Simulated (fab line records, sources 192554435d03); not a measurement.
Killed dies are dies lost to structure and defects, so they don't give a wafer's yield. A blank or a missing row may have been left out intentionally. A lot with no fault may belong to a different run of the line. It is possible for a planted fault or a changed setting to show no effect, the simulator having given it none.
Which tool is to blame? || flow n5_finfet || 12 lots with 36 wafers sampled at 5 steps, on a route of 1938 steps

WHAT EACH GAUGE READ, for each wafer
N5_BEOL_M4_THK_MEAS_53: measures by xrf.
{"lot": "L075", "measured": "day 7 20:04", "on": "film_metro-01", "M4_THK (nm)": "41.5 40.7 41.0"}
{"lot": "L077", "measured": "day 8 17:10", "on": "film_metro-01", "M4_THK (nm)": "41.0 43.7 40.8"}
{"lot": "L079", "measured": "day 9 00:28", "on": "film_metro-02", "M4_THK (nm)": "40.8 40.4 39.2"}
{"lot": "L081", "measured": "day 9 18:23", "on": "film_metro-01", "M4_THK (nm)": "40.8 42.5 43.0"}
{"lot": "L084", "measured": "day 10 00:50", "on": "film_metro-01", "M4_THK (nm)": "40.6 42.7 40.7"}
{"lot": "L085", "measured": "day 10 11:09", "on": "film_metro-02", "M4_THK (nm)": "42.8 40.9 42.4"}
{"lot": "L086", "measured": "day 11 11:23", "on": "film_metro-02", "M4_THK (nm)": "39.9 37.6 40.3"}
{"lot": "L089", "measured": "day 12 10:47", "on": "film_metro-01", "M4_THK (nm)": "38.6 38.9 37.9"}
{"lot": "L091", "measured": "day 12 15:18", "on": "film_metro-02", "M4_THK (nm)": "39.2 41.0 40.1"}
{"lot": "L092", "measured": "day 12 16:54", "on": "film_metro-02", "M4_THK (nm)": "39.2 38.0 39.4"}
{"lot": "L094", "measured": "day 13 19:14", "on": "film_metro-01", "M4_THK (nm)": "37.7 39.1 38.4"}
{"lot": "L096", "measured": "day 14 08:16", "on": "film_metro-01", "M4_THK (nm)": "38.5 40.3 41.5"}

WHAT TOOL EACH LOT RAN ON (gives the tool, then ch and the chambers of the sampled wafers, and finally the start)
{"lot": "L075", "N5_BEOL_M4_ALD_98": "ald_sin-01 ch 0,1,2, day 7 12:13", "N5_BEOL_M4_ETCH_41": "rie_diel-04 ch 0,3, day 7 18:24 or earlier", "N5_BEOL_M4_STRIP_97": "rie_diel-04 ch 0,3, day 7 18:24 or earlier", "N5_BEOL_M4_SPUTTER_88": "pvd_sputter-02, day 7 18:24"}
{"lot": "L077", "N5_BEOL_M4_ALD_98": "ald_sin-04 ch 0,2,3, day 8 07:11", "N5_BEOL_M4_ETCH_41": "rie_diel-05 ch 0,1,3, day 8 15:30 or earlier", "N5_BEOL_M4_STRIP_97": "rie_diel-05 ch 0,1,3, day 8 15:30 or earlier", "N5_BEOL_M4_SPUTTER_88": "pvd_sputter-01, day 8 15:30"}
{"lot": "L079", "N5_BEOL_M4_ALD_98": "ald_sin-03 ch 0,3, day 8 19:26", "N5_BEOL_M4_ETCH_41": "rie_diel-04 ch 1,2, day 8 22:26 or earlier", "N5_BEOL_M4_STRIP_97": "rie_diel-04 ch 1,2, day 8 22:26 or earlier", "N5_BEOL_M4_SPUTTER_88": "pvd_sputter-01, day 8 22:26"}
{"lot": "L081", "N5_BEOL_M4_ALD_98": "ald_sin-03 ch 0,1,2, day 9 11:16", "N5_BEOL_M4_ETCH_41": "rie_diel-04 ch 0,3, day 9 16:43 or earlier", "N5_BEOL_M4_STRIP_97": "rie_diel-04 ch 0,3, day 9 16:43 or earlier", "N5_BEOL_M4_SPUTTER_88": "pvd_sputter-01, day 9 16:43"}
{"lot": "L084", "N5_BEOL_M4_ALD_98": "ald_sin-03 ch 0,3, day 9 17:42", "N5_BEOL_M4_ETCH_41": "rie_diel-04 ch 2,3, day 9 23:10 or earlier", "N5_BEOL_M4_STRIP_97": "rie_diel-04 ch 2,3, day 9 23:10 or earlier", "N5_BEOL_M4_SPUTTER_88": "pvd_sputter-01, day 9 23:10"}
{"lot": "L085", "N5_BEOL_M4_ALD_98": "ald_sin-01 ch 0,2,3, day 10 03:56", "N5_BEOL_M4_ETCH_41": "rie_diel-04 ch 0,1, day 10 09:28 or earlier", "N5_BEOL_M4_STRIP_97": "rie_diel-04 ch 0,1, day 10 09:28 or earlier", "N5_BEOL_M4_SPUTTER_88": "pvd_sputter-01, day 10 09:28"}
{"lot": "L086", "N5_BEOL_M4_ALD_98": "ald_sin-04 ch 0,1,3, day 11 03:59", "N5_BEOL_M4_ETCH_41": "rie_diel-02 ch 0,1,2, day 11 09:43 or earlier", "N5_BEOL_M4_STRIP_97": "rie_diel-02 ch 0,1,2, day 11 09:43 or earlier", "N5_BEOL_M4_SPUTTER_88": "pvd_sputter-02, day 11 09:43"}
{"lot": "L089", "N5_BEOL_M4_ALD_98": "ald_sin-01 ch 0,2,3, day 11 21:52", "N5_BEOL_M4_ETCH_41": "rie_diel-02 ch 1,2, day 12 08:38 or earlier", "N5_BEOL_M4_STRIP_97": "rie_diel-02 ch 1,2, day 12 08:38 or earlier", "N5_BEOL_M4_SPUTTER_88": "pvd_sputter-02, day 12 08:38"}
{"lot": "L091", "N5_BEOL_M4_ALD_98": "ald_sin-03 ch 0,2,3, day 12 06:37", "N5_BEOL_M4_ETCH_41": "rie_diel-05 ch 1,2, day 12 13:38 or earlier", "N5_BEOL_M4_STRIP_97": "rie_diel-05 ch 1,2, day 12 13:38 or earlier", "N5_BEOL_M4_SPUTTER_88": "pvd_sputter-02, day 12 13:38"}
{"lot": "L092", "N5_BEOL_M4_ALD_98": "ald_sin-01 ch 1,2,3, day 12 10:03", "N5_BEOL_M4_ETCH_41": "rie_diel-02 ch 0,2,3, day 12 15:02 or earlier", "N5_BEOL_M4_STRIP_97": "rie_diel-02 ch 0,2,3, day 12 15:02 or earlier", "N5_BEOL_M4_SPUTTER_88": "pvd_sputter-03, day 12 15:02"}
{"lot": "L094", "N5_BEOL_M4_ALD_98": "ald_sin-04 ch 0,3, day 13 03:31", "N5_BEOL_M4_ETCH_41": "rie_diel-05 ch 1,2, day 13 17:34 or earlier", "N5_BEOL_M4_STRIP_97": "rie_diel-05 ch 1,2, day 13 17:34 or earlier", "N5_BEOL_M4_SPUTTER_88": "pvd_sputter-01, day 13 17:34"}
{"lot": "L096", "N5_BEOL_M4_ALD_98": "ald_sin-03 ch 0,2,3, day 14 00:02", "N5_BEOL_M4_ETCH_41": "rie_diel-02 ch 1,2,3, day 14 06:35 or earlier", "N5_BEOL_M4_STRIP_97": "rie_diel-02 ch 1,2,3, day 14 06:35 or earlier", "N5_BEOL_M4_SPUTTER_88": "pvd_sputter-02, day 14 06:35"}
- N5_BEOL_M4_ALD_98: deposits SiO2, target thk 2.5 nm, pulse time 1 s, co reactant pulse time 1 s.
- N5_BEOL_M4_ETCH_41: etches SiCN in CH3F/O2, target depth 29.9 nm, time 52.5 s.
- N5_BEOL_M4_STRIP_97: strips in N2/H2, time 10 s.
- N5_BEOL_M4_SPUTTER_88: material Cu, target thk 4.5 nm, time 8.29 s.

THE ANSWER, worked out from the rows above alone
Rule: what is usual is taken from the lots themselves. Put in order of their means at a reading, lots are off if they are a third of the lots or fewer, leave a main group of 4 or more, and stand apart from it by a gap of 3 or more times the standard deviation of the main group's means; of several such gaps the widest counts. A main group is skipped when, at the precision printed for the reading in the tables above, its means are all equal. A lot without any number at a reading at which 4 lots or more have one is off too. Where the step has rows for the other lots, those lots are counted as sound.
Nothing can be told from this: no lot is off at any reading shown.

WHAT THE SIMULATOR PUT IN
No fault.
